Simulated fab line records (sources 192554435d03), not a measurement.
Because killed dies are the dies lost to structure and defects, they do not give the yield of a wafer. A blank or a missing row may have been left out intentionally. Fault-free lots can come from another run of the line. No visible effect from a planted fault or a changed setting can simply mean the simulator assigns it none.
The tool behind it: which one? || flow n5Finfet || 24 lots with 72 wafers sampled at 3 steps, on a route of 1938 steps

WHAT THE GAUGES READ, wafer by wafer
N5_FIN_SAQP_CD_MEAS_37 targets a cd of 8 nm. Usual: 8.16 nm for cdNm, sd 0.27.
{"lot": "L074", "measured": "day 2 02:17", "on": "cdSem-02", "cdNm (nm)": "8.22 8.41 8.23", "flag": ""}
{"lot": "L075", "measured": "day 2 10:04", "on": "cdSem-01", "cdNm (nm)": "8.07 8.30 8.49", "flag": ""}
{"lot": "L076", "measured": "day 2 13:36", "on": "cdSem-03", "cdNm (nm)": "7.71 8.34 7.78", "flag": ""}
{"lot": "L077", "measured": "day 2 20:29", "on": "cdSem-02", "cdNm (nm)": "7.78 8.21 8.38", "flag": ""}
{"lot": "L078", "measured": "day 3 02:59", "on": "cdSem-02", "cdNm (nm)": "8.34 8.19 7.46", "flag": ""}
{"lot": "L079", "measured": "day 3 11:43", "on": "cdSem-01", "cdNm (nm)": "8.01 7.90 8.29", "flag": ""}
{"lot": "L080", "measured": "day 3 15:45", "on": "cdSem-02", "cdNm (nm)": "8.50 8.42 8.34", "flag": ""}
{"lot": "L081", "measured": "day 3 20:13", "on": "cdSem-02", "cdNm (nm)": "7.93 7.83 7.94", "flag": ""}
{"lot": "L082", "measured": "day 4 02:25", "on": "cdSem-01", "cdNm (nm)": "8.58 7.94 8.33", "flag": ""}
{"lot": "L083", "measured": "day 4 08:16", "on": "cdSem-01", "cdNm (nm)": "8.26 8.01 8.14", "flag": ""}
{"lot": "L084", "measured": "day 4 14:15", "on": "cdSem-03", "cdNm (nm)": "8.20 7.98 7.81", "flag": ""}
{"lot": "L085", "measured": "day 4 21:25", "on": "cdSem-02", "cdNm (nm)": "8.38 7.79 8.51", "flag": ""}
{"lot": "L086", "measured": "day 5 03:31", "on": "cdSem-03", "cdNm (nm)": "8.37 8.29 8.11", "flag": ""}
{"lot": "L087", "measured": "day 5 09:53", "on": "cdSem-03", "cdNm (nm)": "8.66 7.90 8.06", "flag": ""}
{"lot": "L088", "measured": "day 5 15:05", "on": "cdSem-02", "cdNm (nm)": "8.00 8.18 8.51", "flag": ""}
{"lot": "L089", "measured": "day 5 19:56", "on": "cdSem-01", "cdNm (nm)": "8.12 7.76 7.72", "flag": ""}
{"lot": "L090", "measured": "day 6 04:56", "on": "cdSem-01", "cdNm (nm)": "8.23 8.42 8.12", "flag": ""}
{"lot": "L091", "measured": "day 6 10:00", "on": "cdSem-03", "cdNm (nm)": "7.78 8.45 8.16", "flag": ""}
{"lot": "L092", "measured": "day 6 16:10", "on": "cdSem-03", "cdNm (nm)": "7.85 8.23 8.11", "flag": ""}
{"lot": "L093", "measured": "day 7 02:22", "on": "cdSem-01", "cdNm (nm)": "8.01 8.07 8.12", "flag": ""}
{"lot": "L094", "measured": "day 7 03:34", "on": "cdSem-02", "cdNm (nm)": "7.95 8.24 8.50", "flag": ""}
{"lot": "L095", "measured": "day 7 08:16", "on": "cdSem-01", "cdNm (nm)": "7.91 8.41 8.23", "flag": ""}
{"lot": "L096", "measured": "day 7 16:59", "on": "cdSem-03", "cdNm (nm)": "8.05 8.07 7.99", "flag": ""}
{"lot": "L097", "measured": "day 7 19:28", "on": "cdSem-03", "cdNm (nm)": "8.35 8.63 8.47", "flag": ""}

N5_DUMMY_GATE_THK_MEAS_05. Usual: 72.3 nm for thkNm, sd 1.3.
{"lot": "L074", "measured": "day 2 17:42", "on": "filmMetro-01", "thkNm (nm)": "71.7 73.5 72.0", "flag": ""}
{"lot": "L075", "measured": "day 3 02:19", "on": "filmMetro-01", "thkNm (nm)": "73.2 73.5 73.7", "flag": ""}
{"lot": "L076", "measured": "day 3 12:43", "on": "filmMetro-01", "thkNm (nm)": "72.6 72.5 72.9", "flag": ""}
{"lot": "L077", "measured": "day 3 13:03", "on": "filmMetro-01", "thkNm (nm)": "73.8 70.7 71.4", "flag": ""}
{"lot": "L078", "measured": "day 3 20:58", "on": "filmMetro-02", "thkNm (nm)": "72.4 71.0 73.5", "flag": ""}
{"lot": "L079", "measured": "day 4 02:07", "on": "filmMetro-01", "thkNm (nm)": "73.0 73.4 74.0", "flag": ""}
{"lot": "L080", "measured": "day 4 06:30", "on": "filmMetro-02", "thkNm (nm)": "74.0 73.4 71.7", "flag": ""}
{"lot": "L081", "measured": "day 4 10:55", "on": "filmMetro-02", "thkNm (nm)": "73.5 73.6 73.6", "flag": ""}
{"lot": "L082", "measured": "day 4 16:59", "on": "filmMetro-01", "thkNm (nm)": "73.5 73.0 71.6", "flag": ""}
{"lot": "L083", "measured": "day 4 23:29", "on": "filmMetro-01", "thkNm (nm)": "71.7 70.9 74.2", "flag": ""}
{"lot": "L084", "measured": "day 5 05:01", "on": "filmMetro-02", "thkNm (nm)": "73.0 75.3 74.9", "flag": ""}
{"lot": "L085", "measured": "day 5 13:40", "on": "filmMetro-02", "thkNm (nm)": "71.8 72.7 70.1", "flag": ""}
{"lot": "L086", "measured": "day 5 19:59", "on": "filmMetro-02", "thkNm (nm)": "71.0 70.0 71.6", "flag": ""}
{"lot": "L087", "measured": "day 6 01:32", "on": "filmMetro-01", "thkNm (nm)": "72.3 71.4 72.4", "flag": ""}
{"lot": "L088", "measured": "day 6 07:07", "on": "filmMetro-02", "thkNm (nm)": "73.0 71.0 72.2", "flag": ""}
{"lot": "L089", "measured": "day 6 10:46", "on": "filmMetro-01", "thkNm (nm)": "69.8 72.1 72.8", "flag": ""}
{"lot": "L090", "measured": "day 6 22:05", "on": "filmMetro-01", "thkNm (nm)": "73.4 70.5 70.5", "flag": ""}
{"lot": "L091", "measured": "day 7 01:07", "on": "filmMetro-01", "thkNm (nm)": "72.6 73.2 70.2", "flag": ""}
{"lot": "L092", "measured": "day 7 06:46", "on": "filmMetro-02", "thkNm (nm)": "71.0 72.9 70.0", "flag": ""}
{"lot": "L093", "measured": "day 7 18:35", "on": "filmMetro-01", "thkNm (nm)": "74.3 72.3 75.0", "flag": ""}
{"lot": "L094", "measured": "day 7 22:14", "on": "filmMetro-01", "thkNm (nm)": "69.4 70.8 68.6", "flag": ""}
{"lot": "L095", "measured": "day 8 01:53", "on": "filmMetro-02", "thkNm (nm)": "73.2 74.6 72.6", "flag": ""}
{"lot": "L096", "measured": "day 8 12:30", "on": "filmMetro-02", "thkNm (nm)": "72.3 72.6 72.0", "flag": ""}
{"lot": "L097", "measured": "day 8 15:25", "on": "filmMetro-02", "thkNm (nm)": "69.2 72.2 72.1", "flag": ""}

WHICH TOOL RAN EACH LOT (tool, then ch and the chambers of the sampled wafers, then the start)
{"lot": "L074", "N5_FIN_SAQP_ETCH_64": "rieSi-06 ch 0,1,3, day 2 02:09"}
{"lot": "L075", "N5_FIN_SAQP_ETCH_64": "rieSi-06 ch 0,2,3, day 2 09:55"}
{"lot": "L076", "N5_FIN_SAQP_ETCH_64": "rieSi-06 ch 0,2, day 2 13:28"}
{"lot": "L077", "N5_FIN_SAQP_ETCH_64": "rieSi-01 ch 0,1,3, day 2 20:21"}
{"lot": "L078", "N5_FIN_SAQP_ETCH_64": "rieSi-01 ch 1,2,3, day 3 02:51"}
{"lot": "L079", "N5_FIN_SAQP_ETCH_64": "rieSi-06 ch 0,1,3, day 3 11:34"}
{"lot": "L080", "N5_FIN_SAQP_ETCH_64": "rieSi-04 ch 1,2, day 3 15:37"}
{"lot": "L081", "N5_FIN_SAQP_ETCH_64": "rieSi-06 ch 0,1, day 3 20:05"}
{"lot": "L082", "N5_FIN_SAQP_ETCH_64": "rieSi-01 ch 1,3, day 4 02:17"}
{"lot": "L083", "N5_FIN_SAQP_ETCH_64": "rieSi-01 ch 0,1, day 4 08:08"}
{"lot": "L084", "N5_FIN_SAQP_ETCH_64": "rieSi-06 ch 0,1,2, day 4 14:07"}
{"lot": "L085", "N5_FIN_SAQP_ETCH_64": "rieSi-01 ch 0,1,2, day 4 21:16"}
{"lot": "L086", "N5_FIN_SAQP_ETCH_64": "rieSi-04 ch 0,1,2, day 5 03:23"}
{"lot": "L087", "N5_FIN_SAQP_ETCH_64": "rieSi-06 ch 1,2,3, day 5 09:45"}
{"lot": "L088", "N5_FIN_SAQP_ETCH_64": "rieSi-01 ch 0,1,3, day 5 14:57"}
{"lot": "L089", "N5_FIN_SAQP_ETCH_64": "rieSi-04 ch 2,3, day 5 19:48"}
{"lot": "L090", "N5_FIN_SAQP_ETCH_64": "rieSi-06 ch 0,2, day 6 04:47"}
{"lot": "L091", "N5_FIN_SAQP_ETCH_64": "rieSi-01 ch 0,1,3, day 6 09:51"}
{"lot": "L092", "N5_FIN_SAQP_ETCH_64": "rieSi-06 ch 1,2, day 6 16:01"}
{"lot": "L093", "N5_FIN_SAQP_ETCH_64": "rieSi-01 ch 1,2,3, day 7 02:13"}
{"lot": "L094", "N5_FIN_SAQP_ETCH_64": "rieSi-06 ch 0,2,3, day 7 03:26"}
{"lot": "L095", "N5_FIN_SAQP_ETCH_64": "rieSi-04 ch 0,1,3, day 7 08:07"}
{"lot": "L096", "N5_FIN_SAQP_ETCH_64": "rieSi-04 ch 2,3, day 7 16:51"}
{"lot": "L097", "N5_FIN_SAQP_ETCH_64": "rieSi-04 ch 0,1,3, day 7 19:20"}
- N5_FIN_SAQP_ETCH_64: etches SiO2 in CF4, target depth 1.5 nm.

AS READ BY THE TOOLS THEMSELVES (means over the sampled wafers that have a number; for cases with no such wafer, the mark the record gives instead)
N5_FIN_SAQP_ETCH_64. Usual: biasW 400.2 W, standard deviation 1.2; drypumpMotorCurrentA 5.8 A, standard deviation 0.42; oesProductAu 0.998 a.u., standard deviation 0.021; throttleValvePct 21.73 %, standard deviation 0.24.
{"lot": "L074", "tool": "rieSi-06", "biasW (W)": 401.6, "drypumpMotorCurrentA (A)": 6.1, "oesProductAu (a.u.)": 0.998, "throttleValvePct (%)": 21.74, "flag": ""}
{"lot": "L075", "tool": "rieSi-06", "biasW (W)": 400.5, "drypumpMotorCurrentA (A)": 5.7, "oesProductAu (a.u.)": 0.999, "throttleValvePct (%)": 21.67, "flag": ""}
{"lot": "L076", "tool": "rieSi-06", "biasW (W)": 401.5, "drypumpMotorCurrentA (A)": 5.8, "oesProductAu (a.u.)": 0.966, "throttleValvePct (%)": 21.54, "flag": ""}
{"lot": "L077", "tool": "rieSi-01", "biasW (W)": 400.4, "drypumpMotorCurrentA (A)": 5.8, "oesProductAu (a.u.)": 1.002, "throttleValvePct (%)": 21.74, "flag": ""}
{"lot": "L078", "tool": "rieSi-01", "biasW (W)": 400.3, "drypumpMotorCurrentA (A)": 5.9, "oesProductAu (a.u.)": 1.003, "throttleValvePct (%)": 21.61, "flag": ""}
{"lot": "L079", "tool": "rieSi-06", "biasW (W)": 399.3, "drypumpMotorCurrentA (A)": 6.1, "oesProductAu (a.u.)": 0.996, "throttleValvePct (%)": 21.74, "flag": ""}
{"lot": "L080", "tool": "rieSi-04", "biasW (W)": 401.6, "drypumpMotorCurrentA (A)": 5.8, "oesProductAu (a.u.)": 0.995, "throttleValvePct (%)": 21.57, "flag": ""}
{"lot": "L081", "tool": "rieSi-06", "biasW (W)": 399.2, "drypumpMotorCurrentA (A)": 6.1, "oesProductAu (a.u.)": 0.967, "throttleValvePct (%)": 21.61, "flag": ""}
{"lot": "L082", "tool": "rieSi-01", "biasW (W)": 400.7, "drypumpMotorCurrentA (A)": 5.8, "oesProductAu (a.u.)": 1.007, "throttleValvePct (%)": 21.71, "flag": ""}
{"lot": "L083", "tool": "rieSi-01", "biasW (W)": 400.4, "drypumpMotorCurrentA (A)": 5.3, "oesProductAu (a.u.)": 1.019, "throttleValvePct (%)": 21.70, "flag": ""}
{"lot": "L084", "tool": "rieSi-06", "biasW (W)": 400.0, "drypumpMotorCurrentA (A)": 6.0, "oesProductAu (a.u.)": 0.980, "throttleValvePct (%)": 21.68, "flag": ""}
{"lot": "L085", "tool": "rieSi-01", "biasW (W)": 400.3, "drypumpMotorCurrentA (A)": 5.4, "oesProductAu (a.u.)": 1.004, "throttleValvePct (%)": 21.61, "flag": ""}
{"lot": "L086", "tool": "rieSi-04", "biasW (W)": 400.2, "drypumpMotorCurrentA (A)": 5.9, "oesProductAu (a.u.)": 0.988, "throttleValvePct (%)": 21.77, "flag": ""}
{"lot": "L087", "tool": "rieSi-06", "biasW (W)": 401.0, "drypumpMotorCurrentA (A)": 5.9, "oesProductAu (a.u.)": 1.005, "throttleValvePct (%)": 21.82, "flag": ""}
{"lot": "L088", "tool": "rieSi-01", "biasW (W)": 400.5, "drypumpMotorCurrentA (A)": 5.7, "oesProductAu (a.u.)": 1.008, "throttleValvePct (%)": 21.75, "flag": ""}
{"lot": "L089", "tool": "rieSi-04", "biasW (W)": 399.6, "drypumpMotorCurrentA (A)": 5.6, "oesProductAu (a.u.)": 1.008, "throttleValvePct (%)": 21.83, "flag": ""}
{"lot": "L090", "tool": "rieSi-06", "biasW (W)": 399.1, "drypumpMotorCurrentA (A)": 5.8, "oesProductAu (a.u.)": 0.966, "throttleValvePct (%)": 21.52, "flag": ""}
{"lot": "L091", "tool": "rieSi-01", "biasW (W)": 400.4, "drypumpMotorCurrentA (A)": 5.8, "oesProductAu (a.u.)": 1.001, "throttleValvePct (%)": 21.75, "flag": ""}
{"lot": "L092", "tool": "rieSi-06", "biasW (W)": 400.8, "drypumpMotorCurrentA (A)": 5.9, "oesProductAu (a.u.)": 0.995, "throttleValvePct (%)": 21.76, "flag": ""}
{"lot": "L093", "tool": "rieSi-01", "biasW (W)": 400.0, "drypumpMotorCurrentA (A)": 5.9, "oesProductAu (a.u.)": 0.994, "throttleValvePct (%)": 21.61, "flag": ""}
{"lot": "L094", "tool": "rieSi-06", "biasW (W)": 400.6, "drypumpMotorCurrentA (A)": 5.7, "oesProductAu (a.u.)": 0.989, "throttleValvePct (%)": 21.67, "flag": ""}
{"lot": "L095", "tool": "rieSi-04", "biasW (W)": 400.3, "drypumpMotorCurrentA (A)": 6.0, "oesProductAu (a.u.)": 0.991, "throttleValvePct (%)": 21.94, "flag": ""}
{"lot": "L096", "tool": "rieSi-04", "biasW (W)": 400.2, "drypumpMotorCurrentA (A)": 5.7, "oesProductAu (a.u.)": 1.010, "throttleValvePct (%)": 22.00, "flag": ""}
{"lot": "L097", "tool": "rieSi-04", "biasW (W)": 399.0, "drypumpMotorCurrentA (A)": 6.0, "oesProductAu (a.u.)": 0.997, "throttleValvePct (%)": 21.94, "flag": ""}

THE ANSWER, worked out from the rows above alone
Rule: a lot is off if the mean of its wafers that have a number lies more than 3 standard deviations from the usual mean. A lot without any number at a reading at which 4 lots or more have one is off too. Where the step has rows for the other lots, those lots are counted as sound. After the gauges, taken in route order, come the tools' own readings; for these a lot's mean is taken, as printed above. The first step at which some lot is off is used, and at that step the reading that is off furthest; a lot without a number counts as furthest.
None of the lots is off at any reading shown; this tells nothing.

WHAT THE SIMULATOR PUT IN
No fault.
